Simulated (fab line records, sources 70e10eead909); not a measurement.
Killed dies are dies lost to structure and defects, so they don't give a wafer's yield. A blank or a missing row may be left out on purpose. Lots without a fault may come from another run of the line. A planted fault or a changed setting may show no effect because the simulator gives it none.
Tool commonality check | flow nand_harc | 12 lots, 36 wafers sampled

WHY IT WAS OPENED
At NHARC_A_CHANNEL_HOLE_D1_INSPECT_40 the reading raw_defect_count is flagged on 2 of 12 lots. Wafers without a fault read 56, standard deviation 16.
Rule: a lot is flagged when every wafer of it that has a number lies more than 4 standard deviations from that mean, or none has a number. The other lots count as sound.

lot  | measured     | on                | raw_defect_count, wafer by wafer | flag
L561 | day 8 09:28  | defect_inspect-01 | 57 49 32                         |
L562 | day 9 06:11  | defect_inspect-02 | 84 66 61                         |
L568 | day 10 22:07 | defect_inspect-01 | 291 278 292                      | FLAGGED
L572 | day 11 18:04 | defect_inspect-01 | 32 38 30                         |
L571 | day 11 18:32 | defect_inspect-02 | 304 293 318                      | FLAGGED
L575 | day 12 06:23 | defect_inspect-02 | 28 28 35                         |
L577 | day 12 14:16 | defect_inspect-02 | 53 39 58                         |
L578 | day 12 22:41 | defect_inspect-01 | 76 37 53                         |
L579 | day 13 02:50 | defect_inspect-02 | 48 51 60                         |
L580 | day 13 17:14 | defect_inspect-01 | 56 44 61                         |
L582 | day 14 01:37 | defect_inspect-01 | 47 50 39                         |
L583 | day 14 05:37 | defect_inspect-01 | 55 49 57                         |
The numbers of the flagged lots are 296 on average: +240 against the usual, or +15 standard deviations.

WHICH TOOL RAN EACH LOT
The record holds 2 process steps before the reading, out of a route of 1159 steps. In each cell: the tool, then ch and the chambers that the sampled wafers went through, then the start.
lot  | flag    | NHARC_A_CHANNEL_HOLE_D1_ETCH_16               | NHARC_A_CHANNEL_HOLE_D1_ETCH_20
L561 |         | rie_diel-12 ch 0,1,2, day 8 03:41 or earlier  | har_etch-01 ch 0,1, day 8 03:52
L562 |         | rie_diel-05 ch 0,1,3, day 9 00:23 or earlier  | har_etch-01 ch 0, day 9 00:38
L568 | FLAGGED | rie_diel-11 ch 0,1,3, day 10 13:44 or earlier | har_etch-01 ch 0,1, day 10 16:31
L572 |         | rie_diel-11 ch 1,3, day 11 12:19 or earlier   | har_etch-02 ch 0,1, day 11 12:33
L571 | FLAGGED | rie_diel-05 ch 1,2, day 11 12:46 or earlier   | har_etch-01 ch 0,1, day 11 13:04
L575 |         | rie_diel-12 ch 0,2, day 12 00:35 or earlier   | har_etch-02 ch 0,1, day 12 00:50
L577 |         | rie_diel-05 ch 1,2, day 12 08:28 or earlier   | har_etch-02 ch 0,1, day 12 08:40
L578 |         | rie_diel-05 ch 1,2, day 12 16:54 or earlier   | har_etch-02 ch 0,1, day 12 17:08
L579 |         | rie_diel-12 ch 0,1,2, day 12 20:35 or earlier | har_etch-02 ch 0,1, day 12 21:14
L580 |         | rie_diel-05 ch 0,1,3, day 13 11:27 or earlier | har_etch-02 ch 0,1, day 13 11:45
L582 |         | rie_diel-05 ch 0,2,3, day 13 19:41 or earlier | har_etch-02 ch 0,1, day 13 19:55
L583 |         | rie_diel-12 ch 1,2,3, day 13 20:55 or earlier | har_etch-02 ch 0,1, day 14 00:08
What these steps do:
- NHARC_A_CHANNEL_HOLE_D1_ETCH_16: etches the open film in O2/COS, target depth 3100 nm, time 806 s.
- NHARC_A_CHANNEL_HOLE_D1_ETCH_20: etches the open film in C4F8/O2/Ar, time 361.9 s, target depth 1600 nm.
- NHARC_A_CHANNEL_HOLE_D1_INSPECT_40

FLAGGED OVER TOTAL, TOOL BY TOOL (the gauges that took the reading come last)
step                               | tool              | lots run | flagged | share of the flagged lots | sound lots run after its first flagged lot
NHARC_A_CHANNEL_HOLE_D1_ETCH_16    | rie_diel-05       | 6        | 1       | some                      | 4 (L577,L578,L580,L582)
NHARC_A_CHANNEL_HOLE_D1_ETCH_16    | rie_diel-11       | 2        | 1       | some                      | 1 (L572)
NHARC_A_CHANNEL_HOLE_D1_ETCH_16    | rie_diel-12       | 4        | 0       | none                      | -
NHARC_A_CHANNEL_HOLE_D1_ETCH_20    | har_etch-01       | 4        | 2       | all                       | 0
NHARC_A_CHANNEL_HOLE_D1_ETCH_20    | har_etch-02       | 8        | 0       | none                      | -
NHARC_A_CHANNEL_HOLE_D1_INSPECT_40 | defect_inspect-01 | 7        | 1       | some                      | 5 (L572,L578,L580,L582,L583)
NHARC_A_CHANNEL_HOLE_D1_INSPECT_40 | defect_inspect-02 | 5        | 1       | some                      | 3 (L575,L577,L579)
NHARC_A_CHANNEL_HOLE_D1_ETCH_16 gives no start for some lots, so the hours and the order of its lots are those of NHARC_A_CHANNEL_HOLE_D1_CD_MEAS_18.

WHAT THE TABLE ALLOWS
1 row of the table ran every flagged lot: har_etch-01 at NHARC_A_CHANNEL_HOLE_D1_ETCH_20.
- har_etch-01 at NHARC_A_CHANNEL_HOLE_D1_ETCH_20: 2 of its 4 lots flagged. Its last sound lot is L562 (day 9 00:38), its first flagged lot L568 (day 10 16:31): a fault that began between those two fits.
One tool is left: har_etch-01 at NHARC_A_CHANNEL_HOLE_D1_ETCH_20.

WHAT THE SIMULATOR HAD PUT IN
Chamber particle source: har_etch-01, from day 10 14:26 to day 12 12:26, at NHARC_A_CHANNEL_HOLE_D1_ETCH_20. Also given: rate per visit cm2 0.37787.
Lots struck among those shown: L568, L571. The rule above found the same.
